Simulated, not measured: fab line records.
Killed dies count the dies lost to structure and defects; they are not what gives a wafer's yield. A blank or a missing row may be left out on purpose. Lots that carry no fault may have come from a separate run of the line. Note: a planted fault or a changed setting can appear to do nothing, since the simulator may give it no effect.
Matching of chambers ; flow n5_finfet ; N5_STI_FIN_REVEAL_ALD_00 on ald_sin-01: 3 sister chambers
The step deposits SiO2, target thk 1 nm, pulse time 1 s. 3 wafers are shown with their chamber, then 6 later ones without.

EACH WAFER AND ITS CHAMBER
wafer;chamber;heater_power_w (W)
L087.4;3;437
L090.4;0;547
L090.5;2;474

WAFERS WHOSE CHAMBER IS MISSING
wafer;heater_power_w (W)
L093.1;442
L093.5;437
L093.6;488
L094.2;436
L094.4;548
L094.6;435

THE CHAMBER EACH PASSED THROUGH
wafer;from the rows above;in truth
L093.1;3;3
L093.5;3;3
L093.6;2;2
L094.2;3;3
L094.4;0;0
L094.6;3;3
Correct placement for 6 of the 6. Left unplaced by these rows: 0. 0 placed wrongly.
How it was worked out, from the rows above alone: a wafer's distance from a chamber is the root of the sum, over the readings, of the square of ((its reading less the chamber's mean) divided by the reading's scatter). If the next closest chamber is less than 2 further off than the closest, the wafer can't be placed; otherwise it belongs to the closest. For every chamber, the mean is computed from those of its wafers that are shown. The scatter: root of mean squared gap, hidden wafer to nearest shown wafer, with one shown wafer a chamber.
